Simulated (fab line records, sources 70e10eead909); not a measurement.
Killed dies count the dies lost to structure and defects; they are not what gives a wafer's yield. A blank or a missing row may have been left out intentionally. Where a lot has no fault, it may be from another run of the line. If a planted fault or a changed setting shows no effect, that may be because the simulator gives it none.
Which tool was responsible? | flow nand-harc | 12 lots with 36 wafers sampled at 4 steps, on a route of 1302 steps

== WHAT THE GAUGES SHOWED, per wafer ==
Not one reading of a measure or inspect step in the record can be checked against a usual standard deviation.

== TOOL THAT RAN EACH LOT (tool first, then ch and the chambers of the sampled wafers, then the start) ==
lot  | NHARC_A_SLIT_STRIP_18                         | NHARC_A_WL_FILL_ETCHBACK_26      | NHARC_A_CONTACT_DEP_24          | NHARC_A_CONTACT_DEP_29
L114 | rie-diel-05 ch 1,3, day 20 04:55 or earlier   | rie-si-06 ch 0,1,2, day 20 04:55 | pecvd-01 ch 0,1,2, day 20 06:05 | pecvd-03 ch 0,2, day 20 10:59
L115 | rie-diel-10 ch 0,1,2, day 20 08:47 or earlier | rie-si-06 ch 0,1,3, day 20 08:47 | pecvd-01 ch 0,1,2, day 20 10:00 | pecvd-03 ch 1,2, day 20 17:10
L116 | rie-diel-03 ch 0,1,3, day 21 06:09 or earlier | rie-si-03 ch 1,2,3, day 21 06:09 | pecvd-01 ch 0,1, day 21 07:19   | pecvd-04 ch 0,1,2, day 21 12:39
L120 | rie-diel-10 ch 0,2, day 22 16:25 or earlier   | rie-si-05 ch 1,3, day 22 16:25   | pecvd-04 ch 0,1, day 22 17:40   | pecvd-01 ch 0,1,2, day 22 22:28
L121 | rie-diel-05 ch 0,2, day 23 14:50 or earlier   | rie-si-05 ch 0,2, day 23 14:50   | pecvd-03 ch 1,2, day 23 16:01   | pecvd-01 ch 0,1,2, day 23 21:30
L123 | rie-diel-10 ch 1,2,3, day 24 03:28 or earlier | rie-si-06 ch 1,2,3, day 24 03:28 | pecvd-03 ch 0,1,2, day 24 04:38 | pecvd-04 ch 0,2, day 24 12:06
L125 | rie-diel-03 ch 0,2, day 24 14:11 or earlier   | rie-si-03 ch 0,1, day 24 14:11   | pecvd-01 ch 0,1,2, day 24 15:22 | pecvd-03 ch 0,1, day 24 23:16
L132 | rie-diel-03 ch 1,2,3, day 27 10:39 or earlier | rie-si-03 ch 0,1, day 27 10:39   | pecvd-03 ch 0,1, day 27 11:58   | pecvd-01 ch 0,1,2, day 27 17:12
L131 | rie-diel-10 ch 0,3, day 27 10:39 or earlier   | rie-si-05 ch 0,3, day 27 10:39   | pecvd-04 ch 0,1,2, day 27 11:56 | pecvd-04 ch 1,2, day 27 17:02
L136 | rie-diel-05 ch 0,1,2, day 29 04:10 or earlier | rie-si-06 ch 0,1,3, day 29 04:10 | pecvd-03 ch 1,2, day 29 05:25   | pecvd-01 ch 1,2, day 29 10:13
L135 | rie-diel-03 ch 0,2, day 29 04:10 or earlier   | rie-si-03 ch 0,1,2, day 29 04:10 | pecvd-04 ch 0,1,2, day 29 05:35 | pecvd-01 ch 0,2, day 29 11:38
L137 | rie-diel-03 ch 0,1,2, day 29 12:54 or earlier | rie-si-03 ch 0,2,3, day 29 12:54 | pecvd-04 ch 0,1,2, day 29 14:05 | pecvd-01 ch 0,1,2, day 29 22:02
- NHARC_A_SLIT_STRIP_18: strips in O2.
- NHARC_A_WL_FILL_ETCHBACK_26: etches the open film in HBr, target depth 52 nm, time 13.3 s.
- NHARC_A_CONTACT_DEP_24: deposits SiO2, target thk 500 nm.
- NHARC_A_CONTACT_DEP_29: deposits SiON, target thk 100 nm.

== WHAT THE TOOLS THEMSELVES READ (means of the sampled wafers that have a number; where no wafer has one, the mark that the record gives instead) ==
NHARC_A_SLIT_STRIP_18. Usual: drypump-motor-current-A 5.7 A, standard deviation 0.5; oes-product-au 0.996 a.u., standard deviation 0.012; rf-vpp-V 57.9 V, standard deviation 0.87; showerhead-plenum-p-Torr 3.56 Torr, standard deviation 0.11; throttle-valve-pct 17.037 %, standard deviation 0.0088.
lot  | tool        | drypump-motor-current-A (A) | oes-product-au (a.u.) | rf-vpp-V (V) | showerhead-plenum-p-Torr (Torr) | throttle-valve-pct (%) | flag
L114 | rie-diel-05 | 5.8                         | 1.005                 | 57.5         | 3.61                            | 17.034                 |
L115 | rie-diel-10 | 6.1                         | 1.004                 | 57.3         | 3.50                            | 17.039                 |
L116 | rie-diel-03 | 5.3                         | 0.993                 | 57.5         | 3.62                            | 17.038                 |
L120 | rie-diel-10 | 6.2                         | 1.006                 | 57.5         | 3.44                            | 17.033                 |
L121 | rie-diel-05 | 6.1                         | 0.999                 | 58.0         | 3.50                            | 17.040                 |
L123 | rie-diel-10 | 6.0                         | 1.003                 | 57.7         | 3.52                            | 17.034                 |
L125 | rie-diel-03 | 5.2                         | 0.987                 | 58.2         | 3.60                            | 17.043                 |
L132 | rie-diel-03 | 5.3                         | 0.994                 | 57.7         | 3.59                            | 17.036                 |
L131 | rie-diel-10 | 6.5                         | 0.992                 | 57.5         | 3.49                            | 17.044                 |
L136 | rie-diel-05 | 5.9                         | 1.009                 | 58.2         | 3.57                            | 17.035                 |
L135 | rie-diel-03 | 5.2                         | 0.990                 | 57.7         | 3.60                            | 17.044                 |
L137 | rie-diel-03 | 5.2                         | 0.996                 | 58.1         | 3.65                            | 17.035                 |

NHARC_A_WL_FILL_ETCHBACK_26. Usual: drypump-motor-current-A 5.5 A, standard deviation 0.48; oes-product-au 1.005 a.u., standard deviation 0.009; throttle-valve-pct 23.266 %, standard deviation 0.0093.
lot  | tool      | drypump-motor-current-A (A) | oes-product-au (a.u.) | throttle-valve-pct (%) | flag
L114 | rie-si-06 | 6.2                         | 1.013                 | 23.267                 |
L115 | rie-si-06 | 5.8                         | 0.996                 | 23.259                 |
L116 | rie-si-03 | 5.2                         | 0.998                 | 23.259                 |
L120 | rie-si-05 | 5.6                         | 1.015                 | 23.280                 |
L121 | rie-si-05 | 5.2                         | 1.001                 | 23.269                 |
L123 | rie-si-06 | 6.0                         | 0.998                 | 23.268                 |
L125 | rie-si-03 | 5.1                         | 1.001                 | 23.266                 |
L132 | rie-si-03 | 4.9                         | 1.010                 | 23.260                 |
L131 | rie-si-05 | 5.4                         | 1.009                 | 23.259                 |
L136 | rie-si-06 | 5.8                         | 0.994                 | 23.265                 |
L135 | rie-si-03 | 5.2                         | 1.009                 | 23.260                 |
L137 | rie-si-03 | 5.4                         | 1.004                 | 23.274                 |

NHARC_A_CONTACT_DEP_24. Usual: heater-power-w 539 W, standard deviation 71; mfc-precursor-sccm 161.4 sccm, standard deviation 0.5; throttle-valve-pct 15.7 %, standard deviation 0.34.
lot  | tool     | heater-power-w (W) | mfc-precursor-sccm (sccm) | throttle-valve-pct (%) | flag
L114 | pecvd-01 | 548                | 161.1                     | 15.8                   |
L115 | pecvd-01 | 535                | 160.9                     | 15.7                   |
L116 | pecvd-01 | 557                | 161.4                     | 15.7                   |
L120 | pecvd-04 | 544                | 161.5                     | 16.0                   |
L121 | pecvd-03 | 486                | 152.3                     | 15.7                   | OFF
L123 | pecvd-03 | 526                | 152.6                     | 15.4                   | OFF
L125 | pecvd-01 | 591                | 161.7                     | 15.9                   |
L132 | pecvd-03 | 526                | 161.1                     | 16.0                   |
L131 | pecvd-04 | 537                | 161.3                     | 15.9                   |
L136 | pecvd-03 | 571                | 161.0                     | 16.0                   |
L135 | pecvd-04 | 533                | 161.6                     | 15.8                   |
L137 | pecvd-04 | 499                | 161.6                     | 15.9                   |

NHARC_A_CONTACT_DEP_29. Usual: heater-power-w at 743 W, with a standard deviation of 66.
lot  | tool     | heater-power-w (W) | flag
L114 | pecvd-03 | 750                |
L115 | pecvd-03 | 758                |
L116 | pecvd-04 | 707                |
L120 | pecvd-01 | 751                |
L121 | pecvd-01 | 789                |
L123 | pecvd-04 | 705                |
L125 | pecvd-03 | 757                |
L132 | pecvd-01 | 779                |
L131 | pecvd-04 | 679                |
L136 | pecvd-01 | 741                |
L135 | pecvd-01 | 772                |
L137 | pecvd-01 | 759                |

== THE ANSWER, worked out from the rows above alone ==
Rule: a lot is off if the mean of its wafers that have a number lies more than 3 standard deviations from the usual mean. A lot without any number at a reading at which 4 lots or more have one is off too. All remaining lots with rows at the step are treated as sound. Order of review: gauges by route order, followed by the tools' own readings, for which a lot's mean as printed above is used. The first step at which some lot is off is used, and at that step the reading that is off furthest; a lot without a number counts as furthest.
Off at NHARC_A_CONTACT_DEP_24 (mfc-precursor-sccm): L121, L123.
If a tool, at that step or one of the process steps before it, ran each lot that is off and ran no sound lot following the first of them, it fits. NHARC_A_SLIT_STRIP_18 gives no start for some lots, so the hours and the order of its lots are those of NHARC_A_WL_FILL_ETCHBACK_26. None of those tried fits.

== WHAT WAS PUT IN BY THE SIMULATOR ==
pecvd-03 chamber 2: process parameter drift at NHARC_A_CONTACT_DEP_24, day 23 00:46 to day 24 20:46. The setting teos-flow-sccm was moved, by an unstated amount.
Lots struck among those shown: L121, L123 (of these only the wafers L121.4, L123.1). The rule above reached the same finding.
